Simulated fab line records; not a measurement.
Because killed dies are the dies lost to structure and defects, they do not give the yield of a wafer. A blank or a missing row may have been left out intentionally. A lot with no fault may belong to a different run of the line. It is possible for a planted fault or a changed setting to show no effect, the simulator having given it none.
fab line records + flow n5Finfet + part 2 of 2: steps 29 to 33 of 33
record
- lots=5
- wafers=15
- lastDay=16
route steps=1938 shown SD_EPI_N@279 SD_EPI_P@295
lots that met no fault: taken from a fault-free run of the same line
startH: the number of hours between the record's first day and the start of the first shown wafer of the lot + waitH: hours since the lot's step before + " as in the row above + L1.1+2: several wafers, shown together as one row + - no value, or no start given + * or withheld: withheld + < > ~ a bound
route shown NAME@n: NAME is a module with steps in the file, n the number in the route of the first one + usual: mean/standard deviation taken from wafers without a fault + same: alike in all rows + chamber/n: place in a boat + sites: readings site by site + _std_site: how widely they spread, as a standard deviation + _edge_site: mean of outer sites minus mean of inner sites + radiusMm: for every site, how far away it sits from the centre of the wafer + mask NAME#n: copy n + behind: tool/chamber where the wafer was last shaped + hold: why the lot was held/for how many hours/how that ended + device: transistor that didn't switch, given as n, p or np + end of line: tests run on the same wafers once the route is complete + for a step that has no rows: nothing shown but its recipe + killed: dies that structure and defects cost at the first sort, which is not the same as the wafer's yield + map: a wafer's dies, marking killed ones x, the rest . and places with no die _
set.NAME: the run value of the setting; set.NAME@STEP: its run value at that earlier step + model.NAME: the simulator's own value behind a step, which no gauge read
certain route steps with their lots: each step a table, each wafer a row
services: a tool's chamber out of use, with start hour (startH, from the record's first day; less than 0 if before it), hours out, and reason
## steps
# step N5_SD_EPI_P_ETCH_36
# recipe
- chemistry=CF4
- target=SiARC
- targetDepthA=455
- maskMaterial=CAR-ArF-block
- timeS=75.8
- ionEnergyEv=80
- pressureMtorr=40
- sourceW=545
- biasW=36
- Ar_flow_sccm=100
- cf4FlowSccm=100
- ends=cleared
# usual
- drypumpMotorCurrentA=5.60/0.28
- etchRfOnTimeS=75.3/1.3
- oesProductAu=0.67/0.063
- rfVppV=184.5/1
- showerheadPlenumPTorr=2.17/0.045
- throttleValvePct=15.58/0.21
| lot.wafer | tool       | chamber | startH | waitH | drypumpMotorCurrentA | etchRfOnTimeS | oesProductAu | rfHoursCounterH | rfVppV | showerheadPlenumPTorr | throttleValvePct |
|-----------|------------|---------|--------|-------|----------------------|---------------|--------------|-----------------|--------|-----------------------|------------------|
| L075.2    | rieDiel-05 | 2       | 60.40  | 0.0   | 5.56                 | 75.1          | 0.78         | 16              | 184.2  | 2.19                  | 15.46            |
| L075.3    | "          | 1       | "      | "     | 5.27                 | 73.8          | 0.74         | 54              | 185.7  | 2.16                  | 15.28            |
| L075.5    | "          | 2       | "      | "     | 5.58                 | 75.1          | 0.78         | -               | 183.5  | 2.19                  | 15.46            |
| L085.1    | rieDiel-05 | 1       | 120.62 | 0.0   | 5.25                 | 73.5          | 0.72         | 70              | 185.7  | 2.16                  | 15.31            |
| L085.3    | "          | 2       | "      | "     | 5.54                 | 74.8          | 0.75         | 34              | 183.7  | 2.18                  | 15.50            |
| L085.5    | "          | 0       | "      | "     | 6.03                 | 74.7          | 0.65         | -               | 185.6  | 2.24                  | 15.53            |
| L089.4    | rieDiel-05 | 0       | 145.59 | 0.0   | 6.03                 | 74.3          | 0.65         | 156             | 184.9  | 2.24                  | 15.54            |
| L089.5    | "          | 0       | "      | "     | 6.04                 | 74.2          | 0.65         | -               | 185.3  | 2.24                  | 15.52            |
| L089.6    | "          | 3       | "      | "     | 5.54                 | 76.5          | 0.60         | -               | 184.2  | 2.12                  | 15.87            |
| L091.3    | rieDiel-05 | 1       | 154.29 | 0.0   | 5.27                 | 74.6          | 0.71         | 79              | 183.8  | 2.15                  | 15.29            |
| L091.4    | "          | 3       | "      | "     | 5.54                 | 77.3          | 0.60         | 208             | 183.6  | 2.12                  | 15.88            |
| L091.5    | "          | 1       | "      | "     | 5.25                 | 74.5          | 0.71         | -               | 184.0  | 2.15                  | 15.33            |
| L094.1    | rieDiel-05 | 3       | 176.65 | 0.0   | 5.55                 | 74.9          | 0.60         | 214             | 185.4  | 2.12                  | 15.88            |
| L094.2    | "          | 1       | "      | "     | 5.27                 | 73.1          | 0.71         | 85              | 184.4  | 2.15                  | 15.33            |
| L094.5    | "          | 3       | "      | "     | 5.54                 | 75.2          | 0.60         | -               | 182.4  | 2.12                  | 15.90            |
# step N5_SD_EPI_P_ETCH_37
# recipe
- chemistry=N2/H2
- target=SOC
- overetchA=1080
- maskMaterial=SiARC
- tempC=40
- ionEnergyEv=100
- sourceW=3000
- biasW=133
- pressureMtorr=20
- timeS=486
- n2FlowSccm=200
- h2FlowSccm=200
- ends=endPoint
# usual
- drypumpMotorCurrentA=5.60/0.28
- oesProductAu=0.70/0.062
- rfVppV=241.2/0.99
- showerheadPlenumPTorr=2.58/0.055
- throttleValvePct=23.86/0.24
| lot.wafer | tool       | chamber | startH | waitH | drypumpMotorCurrentA | oesProductAu | rfHoursCounterH | rfVppV | showerheadPlenumPTorr | throttleValvePct |
|-----------|------------|---------|--------|-------|----------------------|--------------|-----------------|--------|-----------------------|------------------|
| L075.2    | rieDiel-05 | 2       | 60.45  | 0.0   | 5.56                 | 0.81         | 16              | 243.3  | 2.61                  | 24.09            |
| L075.3    | "          | 1       | "      | "     | 5.26                 | 0.76         | 54              | 241.0  | 2.60                  | 23.70            |
| L075.5    | "          | 2       | "      | "     | 5.54                 | 0.81         | -               | 240.8  | 2.61                  | 24.09            |
| L085.1    | rieDiel-05 | 1       | 120.68 | 0.0   | 5.28                 | 0.74         | 70              | 242.1  | 2.59                  | 23.75            |
| L085.3    | "          | 2       | "      | "     | 5.55                 | 0.78         | 34              | 241.8  | 2.60                  | 24.12            |
| L085.5    | "          | 0       | "      | "     | 6.04                 | 0.67         | -               | 242.8  | 2.65                  | 23.83            |
| L089.4    | rieDiel-05 | 0       | 145.65 | 0.0   | 6.05                 | 0.67         | 156             | 242.5  | 2.65                  | 23.84            |
| L089.5    | "          | 0       | "      | "     | 6.03                 | 0.68         | -               | 242.1  | 2.65                  | 23.84            |
| L089.6    | "          | 3       | "      | "     | 5.55                 | 0.64         | -               | 241.9  | 2.50                  | 23.67            |
| L091.3    | rieDiel-05 | 1       | 154.34 | 0.0   | 5.28                 | 0.74         | 79              | 240.6  | 2.59                  | 23.74            |
| L091.4    | "          | 3       | "      | "     | 5.54                 | 0.64         | 208             | 239.9  | 2.50                  | 23.66            |
| L091.5    | "          | 1       | "      | "     | 5.28                 | 0.73         | -               | 242.2  | 2.59                  | 23.77            |
| L094.1    | rieDiel-05 | 3       | 176.70 | 0.0   | 5.55                 | 0.63         | 214             | 241.5  | 2.49                  | 23.65            |
| L094.2    | "          | 1       | "      | "     | 5.25                 | 0.73         | 85              | 240.4  | 2.58                  | 23.75            |
| L094.5    | "          | 3       | "      | "     | 5.55                 | 0.63         | -               | 238.9  | 2.49                  | 23.67            |
# step N5_SD_EPI_P_STRIP_38
# recipe
- chemistry=N2/H2
- tempC=40
- n2FlowSccm=200
- h2FlowSccm=200
- rfFrequencyHz=6e+07
| lot.wafer  | tool       | chamber | startH | waitH |
|------------|------------|---------|--------|-------|
| L075.2+3+5 | rieDiel-05 | 2,1,2   | 60.77  | 0.2   |
| L085.1+3+5 | rieDiel-05 | 1,2,0   | 120.99 | 0.2   |
| L089.4+5+6 | rieDiel-05 | 0,0,3   | 145.96 | 0.2   |
| L091.3+4+5 | rieDiel-05 | 1,3,1   | 154.66 | 0.2   |
| L094.1+2+5 | rieDiel-05 | 3,1,3   | 177.02 | 0.2   |
# step N5_SD_EPI_P_ETCHBACK_46
# recipe
- chemistry=CH3F/O2
- mode=anisotropicEtchback
- target=SiNx
- targetDepthA=175
- stopOn=SiO2
- overEtchFrac=0.3
- ionEnergyEv=120
- pressureMtorr=30
- sourceW=395
- biasW=73
- Ar_flow_sccm=150
- CH3F_flow_sccm=30
- O2_flow_sccm=20
# usual
- drypumpMotorCurrentA=5.60/0.28
- oes_f_703_au=0.79/0.074
- oesProductAu=0.67/0.06
- rfVppV=300/4.4
- showerheadPlenumPTorr=2.03/0.046
- throttleValvePct=16.30/0.21
| lot.wafer | tool       | chamber | startH | waitH | drypumpMotorCurrentA | oes_f_703_au | oesProductAu | rfHoursCounterH | rfVppV | showerheadPlenumPTorr | throttleValvePct |
|-----------|------------|---------|--------|-------|----------------------|--------------|--------------|-----------------|--------|-----------------------|------------------|
| L075.2    | rieDiel-05 | 2       | 60.78  | 0.0   | 5.54                 | 0.93         | 0.79         | 17              | 304    | 2.05                  | 16.21            |
| L075.3    | "          | 1       | "      | "     | 5.26                 | 0.87         | 0.73         | 54              | 304    | 2.01                  | 15.95            |
| L075.5    | "          | 2       | "      | "     | 5.55                 | 0.92         | 0.78         | -               | 303    | 2.05                  | 16.20            |
| L085.1    | rieDiel-05 | 1       | 121.00 | 0.0   | 5.26                 | 0.86         | 0.71         | 70              | 304    | 2.01                  | 16.00            |
| L085.3    | "          | 2       | "      | "     | 5.56                 | 0.89         | 0.75         | 35              | 303    | 2.04                  | 16.26            |
| L085.5    | "          | 0       | "      | "     | 6.05                 | 0.77         | 0.64         | -               | 301    | 2.10                  | 16.29            |
| L089.4    | rieDiel-05 | 0       | 145.97 | 0.0   | 6.00                 | 0.76         | 0.65         | 157             | 299    | 2.10                  | 16.31            |
| L089.5    | "          | 0       | "      | "     | 6.05                 | 0.76         | 0.64         | -               | 301    | 2.10                  | 16.28            |
| L089.6    | "          | 3       | "      | "     | 5.55                 | 0.72         | 0.60         | -               | 294    | 1.98                  | 16.58            |
| L091.3    | rieDiel-05 | 1       | 154.67 | 0.0   | 5.29                 | 0.84         | 0.71         | 79              | 304    | 2.00                  | 16.02            |
| L091.4    | "          | 3       | "      | "     | 5.53                 | 0.71         | 0.61         | 209             | 294    | 1.98                  | 16.59            |
| L091.5    | "          | 1       | "      | "     | 5.28                 | 0.84         | 0.70         | -               | 307    | 2.00                  | 16.02            |
| L094.1    | rieDiel-05 | 3       | 177.03 | 0.0   | 5.53                 | 0.71         | 0.60         | 214             | 294    | 1.98                  | 16.60            |
| L094.2    | "          | 1       | "      | "     | 5.24                 | 0.83         | 0.70         | 85              | 304    | 2.00                  | 16.03            |
| L094.5    | "          | 3       | "      | "     | 5.55                 | 0.71         | 0.60         | -               | 296    | 1.98                  | 16.61            |
# step N5_SD_EPI_P_ETCH_47
# recipe
- chemistry=CH3F/O2
- target=SiOCN
- targetDepthA=250
- maskMaterial=SOC
- ionEnergyEv=60
- biasW=29
- pressureMtorr=30
- sourceW=410
- Ar_flow_sccm=150
- CH3F_flow_sccm=30
- O2_flow_sccm=20
# usual
- drypumpMotorCurrentA=5.60/0.28
- oes_f_703_au=0.79/0.074
- oesProductAu=0.79/0.075
- rfVppV=128.4/2.1
- showerheadPlenumPTorr=2.03/0.046
- throttleValvePct=16.28/0.21
| lot.wafer | tool       | chamber | startH | waitH | drypumpMotorCurrentA | oes_f_703_au | oesProductAu | rfHoursCounterH | rfVppV | showerheadPlenumPTorr | throttleValvePct |
|-----------|------------|---------|--------|-------|----------------------|--------------|--------------|-----------------|--------|-----------------------|------------------|
| L075.2    | rieDiel-05 | 2       | 60.88  | 0.1   | 5.55                 | 0.93         | 0.92         | 17              | 128.9  | 2.05                  | 16.20            |
| L075.3    | "          | 1       | "      | "     | 5.28                 | 0.87         | 0.87         | 54              | 131.3  | 2.01                  | 15.96            |
| L075.5    | "          | 2       | "      | "     | 5.56                 | 0.92         | 0.92         | -               | 130.3  | 2.05                  | 16.20            |
| L085.1    | rieDiel-05 | 1       | 121.10 | 0.1   | 5.27                 | 0.85         | 0.85         | 70              | 130.5  | 2.01                  | 15.97            |
| L085.3    | "          | 2       | "      | "     | 5.55                 | 0.89         | 0.89         | 35              | 131.4  | 2.04                  | 16.23            |
| L085.5    | "          | 0       | "      | "     | 6.02                 | 0.77         | 0.76         | -               | 129.1  | 2.10                  | 16.25            |
| L089.4    | rieDiel-05 | 0       | 146.07 | 0.1   | 6.06                 | 0.77         | 0.76         | 157             | 129.4  | 2.10                  | 16.26            |
| L089.5    | "          | 0       | "      | "     | 6.05                 | 0.76         | 0.76         | -               | 129.9  | 2.10                  | 16.26            |
| L089.6    | "          | 3       | "      | "     | 5.55                 | 0.72         | 0.71         | -               | 125.4  | 1.98                  | 16.54            |
| L091.3    | rieDiel-05 | 1       | 154.77 | 0.1   | 5.29                 | 0.84         | 0.83         | 79              | 130.6  | 2.00                  | 15.99            |
| L091.4    | "          | 3       | "      | "     | 5.55                 | 0.72         | 0.70         | 209             | 125.9  | 1.98                  | 16.58            |
| L091.5    | "          | 1       | "      | "     | 5.28                 | 0.84         | 0.83         | -               | 132.4  | 2.00                  | 15.99            |
| L094.1    | rieDiel-05 | 3       | 177.13 | 0.1   | 5.55                 | 0.71         | 0.70         | 214             | 126.4  | 1.98                  | 16.59            |
| L094.2    | "          | 1       | "      | "     | 5.29                 | 0.83         | 0.83         | 85              | 130.8  | 2.00                  | 15.99            |
| L094.5    | "          | 3       | "      | "     | 5.54                 | 0.71         | 0.69         | -               | 127.3  | 1.98                  | 16.58            |
## services
| tool            | chamber | startH | hours | kind   |
|-----------------|---------|--------|-------|--------|
| remotePlasma-02 | -       | 35.39  | 0.4   | repair |
| rieSi-03        | 1       | 39.23  | 1.2   | repair |
| wetBench-03     | -       | 42.27  | 0.7   | repair |
| rieSi-02        | -       | 43.05  | 3.5   | repair |
| arfiScanner-03  | -       | 49.43  | 1.0   | pm     |
| aldSin-01       | -       | 50.80  | 6.6   | repair |
| wetBench-03     | -       | 50.85  | 2.6   | repair |
| arfiScanner-03  | -       | 51.47  | 1.6   | repair |
| rieSi-03        | 1       | 59.21  | 1.6   | repair |
| rieDiel-03      | 0       | 63.04  | 1.6   | repair |
| plasmaAsher-02  | -       | 63.86  | 1.7   | repair |
| epiRpcvd-01     | -       | 70.08  | 28.1  | pm     |
| rieDiel-05      | 1       | 73.51  | 5.2   | repair |
| plasmaAsher-02  | -       | 78.70  | 2.8   | pm     |
| rieSi-02        | -       | 83.60  | 2.8   | pm     |
| plasmaAsher-01  | -       | 85.79  | 3.2   | repair |
| arfiScanner-03  | -       | 86.02  | 1.0   | pm     |
| arfiScanner-03  | -       | 101.09 | 0.9   | repair |
| arfiScanner-03  | -       | 115.27 | 0.8   | pm     |
| epiRpcvd-01     | -       | 120.76 | 0.2   | repair |
| rieDiel-03      | 1       | 129.58 | 13.2  | repair |
| wetBench-02     | -       | 132.77 | 1.5   | repair |
| arfiScanner-03  | -       | 133.96 | 1.3   | pm     |
| wetBench-01     | -       | 159.16 | 4.4   | pm     |
